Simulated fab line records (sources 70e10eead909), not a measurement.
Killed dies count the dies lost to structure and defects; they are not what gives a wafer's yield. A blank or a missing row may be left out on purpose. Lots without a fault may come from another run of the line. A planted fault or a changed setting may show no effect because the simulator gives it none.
Comparing a struck lot with a sound one ; flow nandHarc ; 28 out of 1302 route steps
Sound: wafers L195.1, L195.3, L195.4. Struck: wafers L210.1, L210.3, L210.4. The cause is named last.
For every step that has rows: the tool of each side, followed by ch and its chambers, followed by its first start. Under that, the readings that differ: sound wafers ; struck wafers ; difference of the means ; sigmas: that difference in standard deviations of wafers without a fault.
alike: readings with means less than 2 such deviations apart, plus words and numbers identical on both sides. not compared: withheld readings, readings lacking a value on some wafer, bounds such as >300 that could conceal the same value, and numbers that have no deviation in the record and whose values overlap.
A row with sigmas, a row that says differs or no value, or rows on one side alone: a step with any of these is where the two part. When numbers do not overlap yet have no deviation, they are printed without sigmas and do not part them. Lack of a reading on every wafer of one side parts them only where that side has two or more wafers.

first, 8 steps without rows for these wafers: NHARC_A_CHANNEL_HOLE_D2_EXPOSE_07 (exposes mask HOLE D2, target cd 100 nm); NHARC_A_CHANNEL_HOLE_D2_PEB_08 (peb time 65 s); NHARC_A_CHANNEL_HOLE_D2_DEVELOP_09 (develop time 35 s); NHARC_A_CHANNEL_HOLE_D2_DESCUM_15 (chemistry O2, time 3 s); NHARC_A_CHANNEL_HOLE_D2_ETCH_38 (etches the open film in CF4, target depth 39 nm, time 65 s); NHARC_A_CHANNEL_HOLE_D2_ETCH_39 (etches the open film in N2/H2, target depth 260 nm, time 325 s); NHARC_A_CHANNEL_HOLE_D2_ETCH_34 (etches the open film in CF4/CHF3, target depth 154 nm, time 77 s); NHARC_A_CHANNEL_HOLE_D2_ETCH_16 (etches the open film in O2/COS, target depth 3100 nm, time 806 s).
NHARC_A_CHANNEL_HOLE_D2_ETCH_19: etches the open film in C4F8/O2/Ar, time 34.5 s.
  sound on harEtch-02 ch 0,1, day 13 21:21; struck on harEtch-02 ch 0,1, day 20 04:05
reading;sound;struck;difference;sigmas
throttleValvePct (%);37.045 37.049 37.055;37.036 37.029 37.027;-0.019;-2
  alike: drypumpMotorCurrentA, showerheadPlenumPTorr
  not compared: rfHoursCounterH
then, 16 steps without rows for these wafers: NHARC_A_CHANNEL_HOLE_D2_ETCH_20 (etches the open film in C4F8/O2/Ar, time 361.9 s, target depth 1600 nm); NHARC_A_CHANNEL_HOLE_D2_ETCH_21 (etches the open film in C4F8/O2/Ar, time 514.3 s, target depth 1600 nm); NHARC_A_CHANNEL_HOLE_D2_ETCH_22 (etches the open film in C4F8/O2/Ar, time 666.7 s, target depth 1600 nm); NHARC_A_CHANNEL_HOLE_D2_ETCH_23 (etches the open film in C4F8/O2/Ar, time 819 s, target depth 1600 nm); NHARC_A_CHANNEL_HOLE_D2_ETCH_24 (etches the open film in C4F8/O2/Ar, time 906.2 s, target depth 1500 nm); NHARC_A_CHANNEL_HOLE_D2_ETCH_25 (etches the open film in C4F8/O2/Ar, time 1040.2 s, target depth 1500 nm); NHARC_A_CHANNEL_HOLE_D2_ETCH_26 (etches the open film in C4F8/O2/Ar, time 224.1 s, target depth 300 nm); NHARC_A_CHANNEL_HOLE_D2_ETCH_27 (etches the open film in C4F8/O2/Ar, time 90 s, target depth 400 nm); NHARC_A_CHANNEL_HOLE_D2_STRIP_41 (strips in N2/H2); NHARC_A_CHANNEL_HOLE_D2_STRIP_42 (strips in CF4/CHF3); NHARC_A_CHANNEL_HOLE_D2_STRIP_43 (strips in O2/COS); NHARC_A_CHANNEL_HOLE_D2_ETCH_44 (etches the open film in CF4/O2, target depth 140 nm, overetch 14 nm, time 77 s); NHARC_A_CHANNEL_HOLE_D2_STRIP_28 (strips in O2); NHARC_A_CHANNEL_HOLE_D2_PRECLEAN_29 (cleans in SC1); NHARC_A_CHANNEL_HOLE_D2_SRD_30; NHARC_A_CHANNEL_HOLE_D2_XSEM_32.
NHARC_A_CHANNEL_HOLE_D2_INSPECT_40:
  sound on defectInspect-02 at day 14 03:03; struck on defectInspect-01 at day 20 09:50
reading;sound;struck;difference;sigmas
rawDefectCount;312 233 273;786 671 768;+469;+5
then, 1 step without rows for these wafers: NHARC_A_CHANNEL_FILL_D2_PRECLEAN_00 (cleans in SC1).
-- the record jumps here: 11 days lie between the struck wafers' starts before and after (it left off in module A_CHANNEL_FILL_D2 and takes up again in module END, whose first step shown is number 1302 of the route) --
NHARC_END_SORT_01:
  the record has rows for the struck wafers here (prober-02 ch 0, day 31 03:28) and none for the sound ones

WHERE THEY PART
Earliest at NHARC_A_CHANNEL_HOLE_D2_ETCH_19; latest, in this record, at NHARC_END_SORT_01.

WHY: what had been put in by the simulator
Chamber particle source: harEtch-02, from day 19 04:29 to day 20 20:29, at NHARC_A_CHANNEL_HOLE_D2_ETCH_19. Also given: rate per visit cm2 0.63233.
